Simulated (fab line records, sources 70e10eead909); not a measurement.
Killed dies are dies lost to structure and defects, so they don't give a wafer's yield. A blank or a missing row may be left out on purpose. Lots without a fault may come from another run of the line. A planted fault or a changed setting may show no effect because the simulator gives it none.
Which tool did it? | flow nand_harc | 24 lots, 72 wafers sampled, at 4 steps of a route of 1159

WHAT THE GAUGES READ, wafer by wafer
NHARC_A_BLC_OVL_MEAS_11. Usual: overlay_x_nm 0.0 nm, standard deviation 0.74; overlay_y_nm -0.2 nm, standard deviation 0.78.
lot  | measured     | on         | overlay_x_nm (nm) | overlay_y_nm (nm) | flag
L074 | day 17 08:02 | overlay-01 | 0.2 0.2 0.0       | -0.6 -0.7 0.0     |
L076 | day 17 11:37 | overlay-02 | -1.0 -0.3 -0.6    | 1.4 1.2 1.1       |
L075 | day 17 12:21 | overlay-01 | -0.6 -0.2 -0.1    | -0.6 -1.2 -1.1    |
L077 | day 17 15:10 | overlay-02 | 0.0 -0.1 -0.4     | 0.3 0.3 -0.2      |
L079 | day 17 21:32 | overlay-02 | 0.6 0.3 0.1       | 0.8 0.2 0.6       |
L078 | day 18 03:42 | overlay-01 | -1.3 -0.7 -0.9    | -0.4 -0.3 -1.3    |
L080 | day 18 13:10 | overlay-01 | -1.1 -0.6 -0.5    | -1.9 -2.3 -1.8    |
L081 | day 18 22:56 | overlay-02 | 0.0 0.2 0.2       | -0.8 -1.0 -1.2    |
L082 | day 19 13:14 | overlay-02 | -0.5 -0.1 -0.9    | 0.3 0.4 0.4       |
L084 | day 19 16:29 | overlay-02 | 1.3 0.9 1.1       | 0.7 0.0 -0.2      |
L083 | day 19 16:47 | overlay-02 | 1.7 1.2 1.9       | 0.8 0.5 1.3       |
L088 | day 20 00:19 | overlay-01 | -1.1 -1.0 -0.7    | -1.0 -0.3 -0.4    |
L087 | day 20 00:55 | overlay-01 | 0.2 0.4 0.8       | -0.4 0.3 -0.1     |
L086 | day 20 03:29 | overlay-02 | 1.0 0.3 0.5       | 1.1 0.9 0.3       |
L089 | day 20 13:57 | overlay-01 | 0.0 0.1 0.6       | -0.8 -1.1 -0.7    |
L085 | day 20 14:15 | overlay-01 | -0.7 -1.2 -0.5    | -0.8 -0.6 -0.3    |
L091 | day 20 21:53 | overlay-02 | 0.2 -0.1 0.0      | -0.2 -0.6 -0.2    |
L090 | day 21 12:53 | overlay-01 | -0.5 -0.7 -0.9    | -0.1 -0.2 0.0     |
L093 | day 21 20:44 | overlay-02 | -1.3 -1.3 -1.0    | -0.5 -0.2 0.0     |
L092 | day 21 21:31 | overlay-01 | 0.9 1.4 0.9       | -0.8 -0.7 -0.7    |
L094 | day 22 05:20 | overlay-01 | -0.1 0.3 -0.1     | 0.4 0.8 0.6       |
L097 | day 22 19:55 | overlay-01 | 0.2 0.2 0.2       | -0.8 0.0 -0.6     |
L095 | day 23 14:50 | overlay-01 | -0.6 -0.5 -0.5    | -1.0 -0.6 -0.7    |
L096 | day 23 19:38 | overlay-01 | -0.3 0.3 -0.2     | -1.4 -0.9 -1.0    |

NHARC_A_BLC_CD_MEAS_19. Usual: cd_nm 100.0 nm, standard deviation 2.3.
lot  | measured     | on        | cd_nm (nm)        | flag
L074 | day 17 09:11 | cd_sem-03 | 100.9 105.5 98.1  |
L076 | day 17 12:56 | cd_sem-02 | 99.0 97.5 99.1    |
L075 | day 17 13:52 | cd_sem-03 | 102.3 101.9 102.1 |
L077 | day 17 16:28 | cd_sem-03 | 99.9 102.4 100.4  |
L079 | day 17 22:37 | cd_sem-01 | 101.4 98.7 99.4   |
L078 | day 18 04:46 | cd_sem-03 | 98.1 95.4 99.1    |
L080 | day 18 14:14 | cd_sem-01 | 99.3 97.3 97.9    |
L081 | day 19 00:01 | cd_sem-02 | 97.7 99.8 98.1    |
L082 | day 19 14:18 | cd_sem-02 | 97.7 93.9 100.0   |
L084 | day 19 17:34 | cd_sem-02 | 98.8 98.0 98.3    |
L083 | day 19 17:52 | cd_sem-01 | 100.6 100.1 99.1  |
L088 | day 20 01:23 | cd_sem-01 | 97.8 97.4 99.1    |
L087 | day 20 02:08 | cd_sem-02 | 101.0 100.7 103.6 |
L086 | day 20 04:33 | cd_sem-02 | 99.6 101.9 103.9  |
L089 | day 20 15:03 | cd_sem-03 | 95.3 104.2 96.8   |
L085 | day 20 15:23 | cd_sem-02 | 104.0 101.4 100.0 |
L091 | day 20 22:58 | cd_sem-01 | 99.4 100.1 97.2   |
L090 | day 21 13:57 | cd_sem-03 | 103.2 101.8 103.0 |
L093 | day 21 21:47 | cd_sem-02 | 98.9 99.5 98.2    |
L092 | day 21 22:35 | cd_sem-03 | 103.2 102.2 100.0 |
L094 | day 22 06:25 | cd_sem-02 | 101.8 103.1 102.6 |
L097 | day 22 21:04 | cd_sem-03 | 96.8 98.5 96.8    |
L095 | day 23 15:55 | cd_sem-02 | 98.7 97.4 99.9    |
L096 | day 23 20:44 | cd_sem-02 | 102.1 101.6 101.3 |

WHICH TOOL RAN EACH LOT (tool, then ch and the chambers of the sampled wafers, then the start)
lot  | NHARC_A_CONTACT_ETCH_134             | NHARC_A_CONTACT_ETCH_98
L074 | har_cap_etch-01 ch 0,1, day 16 23:38 | rie_diel-08 ch 0,1,3, day 17 08:02 or earlier
L076 | har_cap_etch-02 ch 0, day 17 01:03   | rie_diel-04 ch 1,2,3, day 17 11:37 or earlier
L075 | har_cap_etch-03 ch 0,1, day 17 02:25 | rie_diel-08 ch 1,3, day 17 03:41
L077 | har_cap_etch-01 ch 0,1, day 17 10:50 | rie_diel-08 ch 2,3, day 17 15:10 or earlier
L079 | har_cap_etch-02 ch 0,1, day 17 17:14 | rie_diel-08 ch 0,2,3, day 17 21:32 or earlier
L078 | har_cap_etch-01 ch 0,1, day 17 22:39 | rie_diel-08 ch 0,1,2, day 18 03:42 or earlier
L080 | har_cap_etch-02 ch 0,1, day 18 03:30 | rie_diel-08 ch 0,2,3, day 18 13:10 or earlier
L081 | har_cap_etch-02 ch 0, day 18 15:05   | rie_diel-08 ch 1,2,3, day 18 22:56 or earlier
L082 | har_cap_etch-03 ch 0,1, day 19 05:26 | rie_diel-08 ch 0,2,3, day 19 13:14 or earlier
L084 | har_cap_etch-02 ch 0,1, day 19 07:34 | rie_diel-06 ch 1,2,3, day 19 16:29 or earlier
L083 | har_cap_etch-03 ch 0,1, day 19 09:04 | rie_diel-08 ch 0,1, day 19 16:47 or earlier
L088 | har_cap_etch-01 ch 0,1, day 19 18:19 | rie_diel-08 ch 2,3, day 20 00:19 or earlier
L087 | har_cap_etch-01 ch 0,1, day 19 19:15 | rie_diel-08 ch 0,1,2, day 20 00:55 or earlier
L086 | har_cap_etch-02 ch 0,1, day 19 23:16 | rie_diel-04 ch 2,3, day 20 03:29 or earlier
L089 | har_cap_etch-03 ch 0,1, day 20 08:49 | rie_diel-06 ch 2,3, day 20 13:57 or earlier
L085 | har_cap_etch-02 ch 0,1, day 20 09:44 | rie_diel-08 ch 0,2,3, day 20 14:15 or earlier
L091 | har_cap_etch-02 ch 0,1, day 20 17:35 | rie_diel-08 ch 0,3, day 20 21:53 or earlier
L090 | har_cap_etch-02 ch 0,1, day 20 21:40 | rie_diel-06 ch 0,1,2, day 21 12:53 or earlier
L093 | har_cap_etch-01 ch 0,1, day 21 14:17 | rie_diel-08 ch 0,1,2, day 21 20:44 or earlier
L092 | har_cap_etch-03 ch 0,1, day 21 14:56 | rie_diel-06 ch 1,2,3, day 21 21:31 or earlier
L094 | har_cap_etch-01 ch 0,1, day 21 22:25 | rie_diel-06 ch 1,2,3, day 22 05:20 or earlier
L097 | har_cap_etch-01 ch 0,1, day 22 15:33 | rie_diel-08 ch 0,2, day 22 19:55 or earlier
L095 | har_cap_etch-02 ch 0,1, day 23 08:20 | rie_diel-06 ch 1,3, day 23 14:50 or earlier
L096 | har_cap_etch-01 ch 0,1, day 23 12:59 | rie_diel-08 ch 2,3, day 23 14:14
- NHARC_A_CONTACT_ETCH_134: etches the open film in C4F8/O2/Ar, time 140 s, target depth 700 nm.
- NHARC_A_CONTACT_ETCH_98: etches the open film in C4F6/O2, target depth 20 nm, time 10 s.

WHAT THE TOOLS THEMSELVES READ (means of the sampled wafers that have a number; where no wafer has one, the mark that the record gives instead)
NHARC_A_CONTACT_ETCH_98. Usual: drypump_motor_current_A 5.9 A, standard deviation 0.48; o2_flow_sccm 20.01 sccm, standard deviation 0.055; oes_product_au 0.958 a.u., standard deviation 0.019; rf_vpp_V 546 V, standard deviation 3.6; showerhead_plenum_p_Torr 3.88 Torr, standard deviation 0.17; throttle_valve_pct 26.904 %, standard deviation 0.0083.
lot  | tool        | drypump_motor_current_A (A) | o2_flow_sccm (sccm) | oes_product_au (a.u.) | rf_vpp_V (V) | showerhead_plenum_p_Torr (Torr) | throttle_valve_pct (%) | flag
L074 | rie_diel-08 | 6.2                         | 19.99               | 0.952                 | 544          | 3.79                            | 26.908                 |
L076 | rie_diel-04 | 5.7                         | 20.01               | 0.953                 | 549          | 4.02                            | 26.895                 |
L075 | rie_diel-08 | 6.2                         | 20.06               | 0.969                 | 545          | 3.78                            | 26.909                 |
L077 | rie_diel-08 | 5.3                         | 20.03               | 0.971                 | 549          | 4.00                            | 26.901                 |
L079 | rie_diel-08 | 5.8                         | 19.99               | 0.943                 | 547          | 3.89                            | 26.910                 |
L078 | rie_diel-08 | 5.8                         | 19.98               | 0.938                 | 547          | 3.92                            | 26.907                 |
L080 | rie_diel-08 | 5.8                         | 20.02               | 0.946                 | 546          | 3.89                            | 26.902                 |
L081 | rie_diel-08 | 5.7                         | 20.00               | 0.962                 | 547          | 3.90                            | 26.904                 |
L082 | rie_diel-08 | 5.8                         | 19.98               | 0.968                 | 547          | 3.89                            | 26.895                 |
L084 | rie_diel-06 | 5.9                         | 20.00               | 0.971                 | 545          | 3.80                            | 26.901                 |
L083 | rie_diel-08 | 6.3                         | 19.98               | 0.948                 | 544          | 3.80                            | 26.904                 |
L088 | rie_diel-08 | 5.8                         | 19.99               | 0.975                 | 546          | 3.88                            | 26.903                 |
L087 | rie_diel-08 | 5.8                         | 20.00               | 0.967                 | 547          | 3.92                            | 26.893                 |
L086 | rie_diel-04 | 5.7                         | 20.01               | 0.950                 | 551          | 4.10                            | 26.907                 |
L089 | rie_diel-06 | 5.7                         | 20.02               | 0.997                 | 548          | 3.90                            | 26.907                 |
L085 | rie_diel-08 | 5.8                         | 19.99               | 0.968                 | 545          | 3.88                            | 26.905                 |
L091 | rie_diel-08 | 6.2                         | 19.99               | 0.942                 | 544          | 3.76                            | 26.908                 |
L090 | rie_diel-06 | 5.8                         | 20.05               | 0.941                 | 545          | 3.85                            | 26.912                 |
L093 | rie_diel-08 | 5.8                         | 20.00               | 0.964                 | 547          | 3.91                            | 26.905                 |
L092 | rie_diel-06 | 5.9                         | 20.00               | 0.937                 | 544          | 3.78                            | 26.907                 |
L094 | rie_diel-06 | 5.9                         | 19.99               | 1.000                 | 544          | 3.78                            | 26.901                 |
L097 | rie_diel-08 | 5.4                         | 19.95               | 0.967                 | 548          | 4.01                            | 26.896                 |
L095 | rie_diel-06 | 5.9                         | 20.02               | 0.940                 | 547          | 3.88                            | 26.902                 |
L096 | rie_diel-08 | 5.8                         | 20.07               | 0.973                 | 546          | 3.87                            | 26.905                 |

THE ANSWER, worked out from the rows above alone
Rule: a lot is off if the mean of its wafers that have a number lies more than 3 standard deviations from the usual mean. A lot without any number at a reading at which 4 lots or more have one is off too. The other lots that the step has rows for count as sound. The gauges are gone through in route order, then the tools' own readings, and for those a lot's mean is taken as printed above. The first step at which some lot is off is used, and at that step the reading that is off furthest; a lot without a number counts as furthest.
No lot is off at any reading shown: from this, nothing can be told.

WHAT THE SIMULATOR HAD PUT IN
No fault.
